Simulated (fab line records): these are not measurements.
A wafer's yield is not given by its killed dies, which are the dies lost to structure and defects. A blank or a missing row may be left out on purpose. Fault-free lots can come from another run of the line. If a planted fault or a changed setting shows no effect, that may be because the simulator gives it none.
Which tool did it? || flow n5_finfet || Sampling: 14 lots, 38 wafers, 3 of 1938 route steps

## WHAT EACH GAUGE READ, for each wafer
N5_BEOL_M7_CD_MEAS_35 targets a cd of 40 nm.
{"lot": "L616", "measured": "day 9 09:47", "on": "cd_sem-03", "cd_nm (nm)": "40.4 40.2 40.2"}
{"lot": "L618", "measured": "day 9 15:49", "on": "cd_sem-02", "cd_nm (nm)": "39.0 39.4 41.2"}
{"lot": "L615", "measured": "day 10 01:39", "on": "cd_sem-02", "cd_nm (nm)": "39.6 40.3 40.8"}
{"lot": "L624", "measured": "day 11 07:59", "on": "cd_sem-03", "cd_nm (nm)": "38.7 38.2 39.6"}
{"lot": "L625", "measured": "day 11 19:02", "on": "cd_sem-01", "cd_nm (nm)": "40.1 38.9 39.2"}
{"lot": "L626", "measured": "day 12 03:17", "on": "cd_sem-02", "cd_nm (nm)": "41.2 41.5 41.3"}
{"lot": "L628", "measured": "day 12 14:53", "on": "cd_sem-02", "cd_nm (nm)": "40.1 40.1"}
{"lot": "L629", "measured": "day 12 21:28", "on": "cd_sem-03", "cd_nm (nm)": "39.1 39.1 38.7"}
{"lot": "L630", "measured": "day 13 00:31", "on": "cd_sem-02", "cd_nm (nm)": "40.0 39.9"}
{"lot": "L632", "measured": "day 13 02:00", "on": "cd_sem-03", "cd_nm (nm)": "38.7 39.7 39.2"}
{"lot": "L631", "measured": "day 13 13:38", "on": "cd_sem-03", "cd_nm (nm)": "38.9 39.5"}
{"lot": "L636", "measured": "day 14 09:49", "on": "cd_sem-01", "cd_nm (nm)": "38.5 40.2 40.0"}
{"lot": "L638", "measured": "day 14 16:11", "on": "cd_sem-02", "cd_nm (nm)": "38.8 40.2"}
{"lot": "L637", "measured": "day 14 16:43", "on": "cd_sem-02", "cd_nm (nm)": "39.7 39.7 39.7"}

N5_BEOL_M8_THK_MEAS_01.
{"lot": "L616", "measured": "day 9 13:08", "on": "film_metro-01", "M8_ILD_THK (nm)": "152.4 158.9 153.1"}
{"lot": "L618", "measured": "day 9 19:22", "on": "film_metro-02", "M8_ILD_THK (nm)": "153.6 153.1 155.7"}
{"lot": "L615", "measured": "day 10 05:42", "on": "film_metro-01", "M8_ILD_THK (nm)": "153.6 155.9 151.0"}
{"lot": "L624", "measured": "day 11 11:35", "on": "film_metro-01", "M8_ILD_THK (nm)": "154.8 153.7 155.4"}
{"lot": "L625", "measured": "day 11 22:40", "on": "film_metro-02", "M8_ILD_THK (nm)": "151.9 150.2 154.2"}
{"lot": "L626", "measured": "day 12 06:41", "on": "film_metro-02", "M8_ILD_THK (nm)": "152.7 154.9 152.3"}
{"lot": "L628", "measured": "day 12 17:34", "on": "film_metro-01", "M8_ILD_THK (nm)": "153.5 153.6"}
{"lot": "L629", "measured": "day 13 00:17", "on": "film_metro-02", "M8_ILD_THK (nm)": "151.4 152.6 154.5"}
{"lot": "L630", "measured": "day 13 03:29", "on": "film_metro-01", "M8_ILD_THK (nm)": "154.7 155.8"}
{"lot": "L632", "measured": "day 13 06:40", "on": "film_metro-02", "M8_ILD_THK (nm)": "150.2 153.8 156.3"}
{"lot": "L631", "measured": "day 13 17:26", "on": "film_metro-02", "M8_ILD_THK (nm)": "156.9 157.8"}
{"lot": "L636", "measured": "day 14 13:09", "on": "film_metro-01", "M8_ILD_THK (nm)": "153.6 157.7 154.0"}
{"lot": "L638", "measured": "day 14 19:11", "on": "film_metro-02", "M8_ILD_THK (nm)": "154.1 155.7"}
{"lot": "L637", "measured": "day 14 20:26", "on": "film_metro-02", "M8_ILD_THK (nm)": "152.0 155.2 156.7"}

## EACH LOT AND THE TOOL THAT RAN IT (in order: tool; ch and the chambers of the sampled wafers; start)
{"lot": "L616", "N5_BEOL_M8_ILD_DEP_00": "pecvd-04 ch 0,1,2, day 9 12:05"}
{"lot": "L618", "N5_BEOL_M8_ILD_DEP_00": "pecvd-03 ch 1,2, day 9 18:48"}
{"lot": "L615", "N5_BEOL_M8_ILD_DEP_00": "pecvd-04 ch 0,1,2, day 10 05:07"}
{"lot": "L624", "N5_BEOL_M8_ILD_DEP_00": "pecvd-04 ch 0,1,2, day 11 11:01"}
{"lot": "L625", "N5_BEOL_M8_ILD_DEP_00": "pecvd-04 ch 1,2, day 11 22:05"}
{"lot": "L626", "N5_BEOL_M8_ILD_DEP_00": "pecvd-03 ch 1,2, day 12 06:07"}
{"lot": "L628", "N5_BEOL_M8_ILD_DEP_00": "pecvd-04 ch 2, day 12 17:00"}
{"lot": "L629", "N5_BEOL_M8_ILD_DEP_00": "pecvd-01 ch 0,1,2, day 12 23:44"}
{"lot": "L630", "N5_BEOL_M8_ILD_DEP_00": "pecvd-04 ch 0,1, day 13 02:53"}
{"lot": "L632", "N5_BEOL_M8_ILD_DEP_00": "pecvd-04 ch 0,2, day 13 06:04"}
{"lot": "L631", "N5_BEOL_M8_ILD_DEP_00": "pecvd-01 ch 1, day 13 16:51"}
{"lot": "L636", "N5_BEOL_M8_ILD_DEP_00": "pecvd-01 ch 0,1, day 14 12:34"}
{"lot": "L638", "N5_BEOL_M8_ILD_DEP_00": "pecvd-03 ch 0,2, day 14 18:32"}
{"lot": "L637", "N5_BEOL_M8_ILD_DEP_00": "pecvd-03 ch 0,1, day 14 19:52"}
- N5_BEOL_M8_ILD_DEP_00: deposits SiCOH lowk from DEMS/porogen, target thk 179.75 nm, time 33.4 s.

## AS READ BY THE TOOLS THEMSELVES (means over the sampled wafers that have a number; for cases with no such wafer, the mark the record gives instead)
N5_BEOL_M8_ILD_DEP_00.
{"lot": "L616", "tool": "pecvd-04", "heater_power_w (W)": 339, "showerhead_plenum_p_Torr (Torr)": 5.720, "throttle_valve_pct (%)": 14.4}
{"lot": "L618", "tool": "pecvd-03", "heater_power_w (W)": 351, "showerhead_plenum_p_Torr (Torr)": 5.743, "throttle_valve_pct (%)": 13.6}
{"lot": "L615", "tool": "pecvd-04", "heater_power_w (W)": 351, "showerhead_plenum_p_Torr (Torr)": 5.722, "throttle_valve_pct (%)": 14.5}
{"lot": "L624", "tool": "pecvd-04", "heater_power_w (W)": 358, "showerhead_plenum_p_Torr (Torr)": 5.730, "throttle_valve_pct (%)": 14.5}
{"lot": "L625", "tool": "pecvd-04", "heater_power_w (W)": 295, "showerhead_plenum_p_Torr (Torr)": 5.731, "throttle_valve_pct (%)": 15.0}
{"lot": "L626", "tool": "pecvd-03", "heater_power_w (W)": 311, "showerhead_plenum_p_Torr (Torr)": 5.744, "throttle_valve_pct (%)": 13.0}
{"lot": "L628", "tool": "pecvd-04", "heater_power_w (W)": 340, "showerhead_plenum_p_Torr (Torr)": 5.730, "throttle_valve_pct (%)": 15.3}
{"lot": "L629", "tool": "pecvd-01", "heater_power_w (W)": 282, "showerhead_plenum_p_Torr (Torr)": 5.746, "throttle_valve_pct (%)": 13.5}
{"lot": "L630", "tool": "pecvd-04", "heater_power_w (W)": 332, "showerhead_plenum_p_Torr (Torr)": 5.710, "throttle_valve_pct (%)": 14.2}
{"lot": "L632", "tool": "pecvd-04", "heater_power_w (W)": 363, "showerhead_plenum_p_Torr (Torr)": 5.735, "throttle_valve_pct (%)": 14.9}
{"lot": "L631", "tool": "pecvd-01", "heater_power_w (W)": 288, "showerhead_plenum_p_Torr (Torr)": 5.739, "throttle_valve_pct (%)": 13.6}
{"lot": "L636", "tool": "pecvd-01", "heater_power_w (W)": 303, "showerhead_plenum_p_Torr (Torr)": 5.731, "throttle_valve_pct (%)": 13.6}
{"lot": "L638", "tool": "pecvd-03", "heater_power_w (W)": 300, "showerhead_plenum_p_Torr (Torr)": 5.745, "throttle_valve_pct (%)": 13.4}
{"lot": "L637", "tool": "pecvd-03", "heater_power_w (W)": 280, "showerhead_plenum_p_Torr (Torr)": 5.747, "throttle_valve_pct (%)": 14.2}

## THE ANSWER, worked out from the rows above alone
Rule: usual is defined by the lots themselves. Put in order of their means at a reading, lots are off if they are a third of the lots or fewer, leave a main group of 4 or more, and stand apart from it by a gap of 3 or more times the standard deviation of the main group's means; of several such gaps the widest counts. Not used: any main group whose means are identical at the precision the tables above print for the reading. A lot without any number at a reading at which 4 lots or more have one is off too. Any other lot the step has rows for is counted as sound. The gauges are gone through in route order, then the tools' own readings, and for those a lot's mean is taken as printed above. At the first step where some lot is off, the reading lying furthest off is the one used; lots without a number count as furthest.
No lot is off at any reading shown: from this, nothing can be told.

## WHAT THE SIMULATOR HAD PUT IN
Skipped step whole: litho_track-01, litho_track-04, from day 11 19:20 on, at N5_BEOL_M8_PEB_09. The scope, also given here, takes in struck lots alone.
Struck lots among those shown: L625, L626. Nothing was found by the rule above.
